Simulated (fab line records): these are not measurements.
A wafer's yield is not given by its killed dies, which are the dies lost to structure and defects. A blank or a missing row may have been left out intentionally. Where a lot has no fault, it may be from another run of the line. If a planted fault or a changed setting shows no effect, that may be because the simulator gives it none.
Comparing a struck lot with a sound one | flow n5-finfet | 37 steps out of a route of 1938
Sound: these wafers, L883.1, L883.3, L883.6. Struck: wafers L876.3, L876.5. (L876.4 of the same lot was not struck and is left out.) The cause comes at the end.
For every step that has rows: the tool of each side, followed by ch and its chambers, followed by its first start. Under that, the readings that differ: sound wafers | struck wafers | difference of the means | sigmas: that difference in standard deviations of wafers without a fault.
alike: a reading whose means differ by less than 2 such deviations, as well as words and numbers matching on both sides. not compared: withheld readings; readings where some wafer has no value; bounds like >300 that might hide an equal value; numbers whose values overlap and for which the record gives no deviation.
A row with sigmas, a row that says differs or no value, or rows on one side alone: a step with any of these is where the two part. Numbers that don't overlap but have no deviation are shown without sigmas and don't part them. A reading that every wafer of one side lacks parts them only if that side has two wafers or more.

first, 9 steps without rows for these wafers: N5_BEOL_M4_ANNEAL_95 (time 240 s); N5_BEOL_M4_SPUTTER_96 (material Cu, target thk 4.5 nm, time 8.29 s); N5_BEOL_M4_ECD_50 (material Cu, target thk 300 nm); N5_BEOL_M4_ANNEAL_51 (time 90 s); N5_BEOL_M4_CMP_52 (polishes, stops on SiOC, t overpolish 6.8 s, target thk 40 nm); N5_BEOL_M4_PRE_CLEAN_60 (time 15 s); N5_BEOL_M4_CO_CAP_55 (material Co, precursor CCTBA/H2, target thk 2 nm, time 102.1 s); N5_BEOL_M4_PRE_CLEAN_56 (time 15 s); N5_BEOL_M4_DEP_57 (deposits SiCN from 3MS/NH3, target thk 8 nm, time 14 s).
N5_BEOL_M4_RC_MEAS_101:
  sound on prober-02 ch 0, day 15 09:59; struck on prober-02 ch 0, day 12 14:14
  reading        | sound          | struck    | difference | sigmas
  IOFF_P (nA/um) | 0.38 0.20 0.31 | 0.16 0.16 | -0.14      | -3
  ION_N (uA/um)  | 690 658 710    | 637 656   | -40        | -2
  ION_P (uA/um)  | 478 449 485    | 446 443   | -26        | -3
  VT_N (mV)      | 242 251 244    | 257 258   | +12        | +3
  VT_P (mV)      | -240 -249 -243 | -258 -256 | -13        | -3
  alike: DIBL_N, DIBL_P, IOFF_N, SS_N, SS_P
N5_BEOL_M5_ILD_DEP_00: deposits SiCOH lowk from DEMS/porogen, target thk 140.64 nm, time 25.9 s.
  sound on pecvd-02 ch 0,2, day 15 10:57; struck on pecvd-03 ch 1, day 12 14:53
  reading                                            | sound             | struck    | difference | sigmas
  heater-power-w (W)                                 | 420 441 415       | 286 283   | -141       | -2
  model.SiCOH_lowk_of_BEOL_M5_ILD_DEP_00.thk-nm (nm) | 136.6 139.4 140.6 | 50.8 52.2 | -87.4      |
  alike: showerhead-plenum-p-Torr, throttle-valve-pct
then, 1 step without rows for these wafers: N5_BEOL_M5_CURE_79 (cures SiCOH lowk, time 240 s).
N5_BEOL_M5_THK_MEAS_01:
  struck on film-metro-02, day 12 15:56; sound on film-metro-02, day 15 11:32
  reading         | sound             | struck    | difference | sigmas
  M5_ILD_THK (nm) | 117.6 119.8 120.9 | 43.4 44.6 | -75.4      | -47
then, 22 steps without rows for these wafers: N5_BEOL_M5_PECVD_70 (deposits SiO2 from TEOS/O2, target thk 16 nm, time 18 s); N5_BEOL_M5_HM_DEP_02 (deposits TiN, target thk 20 nm); N5_BEOL_M5_COAT_59 (time 60 s, resist thk 60 nm); N5_BEOL_M5_COAT_60 (time 60 s, resist thk 12 nm); N5_BEOL_M5_COAT_71 (time 60 s, resist thk 5 nm); N5_BEOL_M5_COAT_05 (resist thk 30 nm); N5_BEOL_M5_EBR_07; N5_BEOL_M5_SOFTBAKE_06 (time 60 s); N5_BEOL_M5_EXPOSE_08 (exposes mask M5, target cd 28 nm); N5_BEOL_M5_PEB_09 (peb time 60 s); N5_BEOL_M5_DEVELOP_10 (develop time 30 s); N5_BEOL_M5_DESCUM_16 (chemistry O2, time 7 s); N5_BEOL_M5_ETCH_72 (etches underlayer in N2/H2, target depth 6.5 nm, time 5.2 s); N5_BEOL_M5_ETCH_61 (etches SiARC in CF4, target depth 15.6 nm, time 26 s); N5_BEOL_M5_ETCH_62 (etches SOC in N2/H2, target depth 75 nm, overetch 15 nm, time 112.5 s); N5_BEOL_M5_STRIP_63 (strips in N2/H2); N5_BEOL_M5_STRIP_73 (strips in N2/H2); N5_BEOL_M5_STRIP_64 (strips in CF4); N5_BEOL_M5_HM_OPEN_17 (chemistry Cl2/BCl3, target TiN, target depth 20 nm, overetch 6 nm); N5_BEOL_M5_STRIP_19 (strips in O2); N5_BEOL_M5_COAT_65 (time 60 s, resist thk 60 nm); N5_BEOL_M5_COAT_66 (time 60 s, resist thk 12 nm).
N5_BEOL_M5_CMP_52: polishes, stops on SiCOH lowk, t overpolish 6.9 s, target thk 62 nm.
  sound on cmp-04 ch 1,3, day 15 23:23; struck on cmp-01 ch 0,2, day 13 08:51
  reading                                            | sound         | struck    | difference | sigmas
  model.SiCOH_lowk_of_BEOL_M5_ILD_DEP_00.thk-nm (nm) | 114.6 117 118 | 40.4 41.6 | -75.5      |
  alike: motor-current-A
  not compared: pad-life-wafers
-- record jumps: 4 days separate the struck wafers' starts on either side; left off in module BEOL_M5, taken up again in module PASSIVATION, whose first shown step is the route's number 1936 --
N5_PASSIVATION_PROBE_49:
  struck on prober-01, day 17 16:37; sound on prober-02, day 21 08:40
  reading                  | sound          | struck    | difference | sigmas
  defect-limited-yield (%) | 90.1 92.6 88.9 | 0 0       | -91        | -60
  killed_at_M4_up          | 8 7 11         | 1092 1085 | +1080      | +99 or more
  killed-at-other          | 14 2 13        | 1 0       | -9         | -3
  killed-dies              | 117 87 131     | 1180 1180 | +1068      | +59
  killed-on-rim            | 16 9 20        | 152 152   | +137       | +33
  sort-n-pass              | 1062 1093 1049 | 0 0       | -1068      | -59
  sort-yield-pct (%)       | 90.0 92.6 88.9 | 0 0       | -90        | -60
  alike: killed_at_M0_to_M3, killed-at-contacts, killed-at-front-end, killed-open, killed-short, sort_bin_4_leakage, sort_bin_5_function, sort_bin_6_memory

## WHERE THEY PART
Earliest at N5_BEOL_M4_RC_MEAS_101; latest, in this record, at N5_PASSIVATION_PROBE_49.

WHY: whatever the simulator had introduced
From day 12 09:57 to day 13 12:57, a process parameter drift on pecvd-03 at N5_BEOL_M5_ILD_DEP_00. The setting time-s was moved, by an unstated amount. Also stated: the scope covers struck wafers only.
